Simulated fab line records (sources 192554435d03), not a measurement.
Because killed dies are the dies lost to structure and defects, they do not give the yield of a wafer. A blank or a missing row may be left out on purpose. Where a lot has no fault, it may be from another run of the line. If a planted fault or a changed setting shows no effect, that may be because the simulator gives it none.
8D (eight disciplines) problem report, filled in by code || flow n5_finfet || the parts of the form that need people (team, actions taken, sign-off) are left out

== 1. WHAT IS WRONG ==
Wafers without a fault read 837.6 W, standard deviation 2.5; rf_fwd_power_W at N5_BEOL_M5_ETCH_62 reads a mean of 633.7 W on 2 wafers belonging to 2 lots. Measured from the usual mean, that is -82 standard deviations.
The step: etches SOC in N2/H2, target depth 75 nm, overetch 15 nm, time 112.5 s.
First seen on wafer L955.6, day 10 08:29, on rie_diel-04. Wafers with a number at this step in the record: 33, from 11 lots. Rule for "out" (also "out of limits"): further than 4 standard deviations from the usual mean. All remaining wafers that have a number are taken as sound.

== 2. WHAT IT IS, AND WHAT IT ISN'T ==
{"question": "which readings at this step", "is": "rf_fwd_power_W, rf_vpp_V", "is not": "drypump_motor_current_A, oes_product_au, showerhead_plenum_p_Torr, throttle_valve_pct"}
{"question": "which lots", "is": "L955, L957", "is not": "L947, L948, L951, L953, L958, L966, L967, L968, L969"}
{"question": "which wafers of those lots", "is": "L955.6, L957.6", "is not": "L955.2, L955.5, L957.2, L957.4"}
{"question": "read on which tools", "is": "rie_diel-04", "is not": "rie_diel-02, rie_diel-05"}
{"question": "when", "is": "from day 10 08:29", "is not": "up to then (11 sound wafers); but 20 sound wafers of L948, L957, L958, L966, L967, L968, L969 came after"}

== 3. WHAT RULES OUT EACH SUSPECT ==
Counting: a tool at a process step up to the reading stays a suspect if it ran every lot that is out. Sound lots after the first of them don't rule it out here, since some wafers of a struck lot are sound.
- pvd_sputter-02 at N5_BEOL_M4_ANNEAL_95 (time 240 s): kept. Ran every lot that is out, first one L955 (day 10 03:25); last sound lot up to then L953 (day 9 05:34).
- rie_diel-04 at N5_BEOL_M5_ETCH_62 (etches SOC in N2/H2, target depth 75 nm, overetch 15 nm, time 112.5 s): kept. Ran every lot that is out, first one L955 (day 10 08:29); last sound lot up to then L953 (day 9 11:35). Its own rf_fwd_power_W, rf_vpp_V readings are out on those wafers.
- rie_diel-04, N5_BEOL_M5_ETCH_62: wafers that are out in chamber 0, sound lot-mates in chambers 1, 3.
Left after counting: pvd_sputter-02 at N5_BEOL_M4_ANNEAL_95, rie_diel-04 at N5_BEOL_M5_ETCH_62.

== 4. THE CAUSE (what the simulator had put in) ==
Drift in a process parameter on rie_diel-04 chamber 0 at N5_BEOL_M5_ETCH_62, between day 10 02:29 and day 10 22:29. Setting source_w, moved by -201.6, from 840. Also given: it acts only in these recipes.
Counting leaves 2 suspects; this tool is one of them.

== 5. THE CHAIN OF EFFECTS, in route order ==
Each row: a reading where the mean over the struck wafers with a number is more than 3 standard deviations away from the usual. Readings are gone through only where the record gives a usual standard deviation; hours: the median, over the lots, of the time from a lot's start at the first step in this table giving one to that lot's start at this step; sigmas: the change measured in usual standard deviations.
{"hours": 0, "step": "N5_BEOL_M5_ETCH_62", "reading": "rf_fwd_power_W", "usual": "837.6 W", "on struck wafers": 633.7, "change": -203.9, "sigmas": -82}
{"hours": 0, "step": "N5_BEOL_M5_ETCH_62", "reading": "rf_vpp_V", "usual": "524.7 V", "on struck wafers": 576.7, "change": "+52.0", "sigmas": "+20"}
The process steps in it:
- N5_BEOL_M5_ETCH_62: etches SOC in N2/H2, target depth 75 nm, overetch 15 nm, time 112.5 s.

== 6. WHAT WOULD HAVE CAUGHT IT SOONER ==
In this record no reading fell out of limits until day 10 08:29, 6 hours after the fault had begun at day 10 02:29.
